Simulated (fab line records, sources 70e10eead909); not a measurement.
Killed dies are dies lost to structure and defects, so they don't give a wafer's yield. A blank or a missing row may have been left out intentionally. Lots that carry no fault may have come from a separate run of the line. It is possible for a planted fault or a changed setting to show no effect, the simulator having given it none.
Tool commonality check :: flow nand harc :: Sample size 11 lots and 33 wafers

WHY THIS WAS OPENED
On 2 of the 11 lots, a flag is raised at NHARC_END_SORT_01 on the reading defect limited yield. Wafers without a fault read 89.9 %, standard deviation 2.6.
Rule: flag the lot when none of its wafers has a number, or when each of its wafers that has one lies beyond 4 standard deviations from that mean. The other lots count as sound.

lot: L808
measured: day 25 05:35
on: prober-02
defect limited yield (%), wafer by wafer: 87.9 86.6 87.1
flag: 

lot: L810
measured: day 25 17:53
on: prober-01
defect limited yield (%), wafer by wafer: 87.0 88.6 87.9
flag: 

lot: L812
measured: day 26 00:02
on: prober-01
defect limited yield (%), wafer by wafer: 0 0 0
flag: FLAGGED

lot: L813
measured: day 31 01:16
on: prober-01
defect limited yield (%), wafer by wafer: 88.0 89.2 87.4
flag: 

lot: L814
measured: day 31 09:53
on: prober-02
defect limited yield (%), wafer by wafer: 0 0 0
flag: FLAGGED

lot: L815
measured: day 31 17:33
on: prober-01
defect limited yield (%), wafer by wafer: 92.2 91.1 90.1
flag: 

lot: L824
measured: day 32 08:30
on: prober-02
defect limited yield (%), wafer by wafer: 87.3 87.1 88.2
flag: 

lot: L823
measured: day 32 09:58
on: prober-01
defect limited yield (%), wafer by wafer: 92.8 92.3 92.6
flag: 

lot: L827
measured: day 33 14:08
on: prober-02
defect limited yield (%), wafer by wafer: 92.6 93.2 92.2
flag: 

lot: L828
measured: day 33 16:25
on: prober-01
defect limited yield (%), wafer by wafer: 87.0 88.3 87.1
flag: 

lot: L830
measured: day 34 15:43
on: prober-02
defect limited yield (%), wafer by wafer: 92.3 92.9 93.8
flag: 
On average the flagged lots' numbers are 0.0 %, which is -89.9 % against the usual, or -35 standard deviations.

EACH LOT AND THE TOOL IT RAN ON
Before the reading, the record contains 3 process steps out of a 1302-step route. In each cell: the tool, then ch and the chambers that the sampled wafers went through, then the start.
lot: L808
flag: 
NHARC_A_M1_ETCH_35: rie diel-02 ch 0,2,3, day 23 13:08
NHARC_A_M1_ETCH_28: rie diel-06 ch 0,2,3, day 23 13:40
NHARC_A_M1_CMP_23: cmp-04 ch 0,1,3, day 23 15:08

lot: L810
flag: 
NHARC_A_M1_ETCH_35: rie diel-06 ch 1,2,3, day 24 06:16
NHARC_A_M1_ETCH_28: rie diel-02 ch 1,2, day 24 06:48
NHARC_A_M1_CMP_23: cmp-02 ch 0,1, day 24 08:19

lot: L812
flag: FLAGGED
NHARC_A_M1_ETCH_35: rie diel-02 ch 0,1, day 24 07:57
NHARC_A_M1_ETCH_28: rie diel-06 ch 0,3, day 24 08:29
NHARC_A_M1_CMP_23: cmp-02 ch 0,2,3, day 24 10:03

lot: L813
flag: 
NHARC_A_M1_ETCH_35: rie diel-02 ch 1,2, day 25 22:24
NHARC_A_M1_ETCH_28: rie diel-06 ch 0,2,3, day 25 22:57
NHARC_A_M1_CMP_23: cmp-02 ch 2,3, day 26 00:28

lot: L814
flag: FLAGGED
NHARC_A_M1_ETCH_35: rie diel-06 ch 0,2, day 25 04:40
NHARC_A_M1_ETCH_28: rie diel-01 ch 0,1,2, day 25 05:14
NHARC_A_M1_CMP_23: cmp-03 ch 0,1,3, day 25 06:44

lot: L815
flag: 
NHARC_A_M1_ETCH_35: rie diel-02 ch 0,1,2, day 26 14:26
NHARC_A_M1_ETCH_28: rie diel-01 ch 0,2, day 26 14:58
NHARC_A_M1_CMP_23: cmp-02 ch 1,3, day 26 16:29

lot: L824
flag: 
NHARC_A_M1_ETCH_35: rie diel-02 ch 0,1,2, day 29 08:13
NHARC_A_M1_ETCH_28: rie diel-06 ch 0,1,3, day 29 08:44
NHARC_A_M1_CMP_23: cmp-02 ch 0,1,2, day 29 10:19

lot: L823
flag: 
NHARC_A_M1_ETCH_35: rie diel-02 ch 0,2,3, day 29 04:34
NHARC_A_M1_ETCH_28: rie diel-01 ch 1,2, day 29 05:05
NHARC_A_M1_CMP_23: cmp-03 ch 0,1,3, day 29 06:38

lot: L827
flag: 
NHARC_A_M1_ETCH_35: rie diel-02 ch 0,1,2, day 30 23:41
NHARC_A_M1_ETCH_28: rie diel-06 ch 0,1,2, day 31 00:14
NHARC_A_M1_CMP_23: cmp-02 ch 0,1,2, day 31 01:44

lot: L828
flag: 
NHARC_A_M1_ETCH_35: rie diel-02 ch 0,1,3, day 31 05:59
NHARC_A_M1_ETCH_28: rie diel-01 ch 0,1,3, day 31 06:31
NHARC_A_M1_CMP_23: cmp-03 ch 1,3, day 31 08:02

lot: L830
flag: 
NHARC_A_M1_ETCH_35: rie diel-02 ch 1,2, day 33 05:25
NHARC_A_M1_ETCH_28: rie diel-01 ch 0,1,2, day 33 05:59
NHARC_A_M1_CMP_23: cmp-03 ch 0,1,2, day 33 07:26
What these steps do:
- NHARC_A_M1_ETCH_35: etches the open film in N2/H2, target depth 40 nm, overetch 12 nm, time 43.94 s.
- NHARC_A_M1_ETCH_28: etches the open film in CF4/N2, target depth 30 nm, time 72.99 s.
- NHARC_A_M1_CMP_23: polishes, t overpolish 20 s, target thk 154.34 nm.
- NHARC_END_SORT_01

FLAGGED OVER TOTAL, TOOL BY TOOL (the gauges that took the reading come last)
step: NHARC_A_M1_ETCH_35
tool: rie diel-02
lots run: 9
flagged: 1
share of the flagged lots: some
sound lots run after its first flagged lot: 7 (L813,L815,L823,L824,L827,L828,L830)

step: NHARC_A_M1_ETCH_35
tool: rie diel-06
lots run: 2
flagged: 1
share of the flagged lots: some
sound lots run after its first flagged lot: 0

step: NHARC_A_M1_ETCH_28
tool: rie diel-01
lots run: 5
flagged: 1
share of the flagged lots: some
sound lots run after its first flagged lot: 4 (L815,L823,L828,L830)

step: NHARC_A_M1_ETCH_28
tool: rie diel-02
lots run: 1
flagged: 0
share of the flagged lots: none
sound lots run after its first flagged lot: -

step: NHARC_A_M1_ETCH_28
tool: rie diel-06
lots run: 5
flagged: 1
share of the flagged lots: some
sound lots run after its first flagged lot: 3 (L813,L824,L827)

step: NHARC_A_M1_CMP_23
tool: cmp-02
lots run: 6
flagged: 1
share of the flagged lots: some
sound lots run after its first flagged lot: 4 (L813,L815,L824,L827)

step: NHARC_A_M1_CMP_23
tool: cmp-03
lots run: 4
flagged: 1
share of the flagged lots: some
sound lots run after its first flagged lot: 3 (L823,L828,L830)

step: NHARC_A_M1_CMP_23
tool: cmp-04
lots run: 1
flagged: 0
share of the flagged lots: none
sound lots run after its first flagged lot: -

step: NHARC_END_SORT_01
tool: prober-01
lots run: 6
flagged: 1
share of the flagged lots: some
sound lots run after its first flagged lot: 4 (L813,L815,L823,L828)

step: NHARC_END_SORT_01
tool: prober-02
lots run: 5
flagged: 1
share of the flagged lots: some
sound lots run after its first flagged lot: 3 (L824,L827,L830)

WHAT THE TABLE ALLOWS
No row of the table ran every flagged lot.

WHAT WAS PUT IN BY THE SIMULATOR
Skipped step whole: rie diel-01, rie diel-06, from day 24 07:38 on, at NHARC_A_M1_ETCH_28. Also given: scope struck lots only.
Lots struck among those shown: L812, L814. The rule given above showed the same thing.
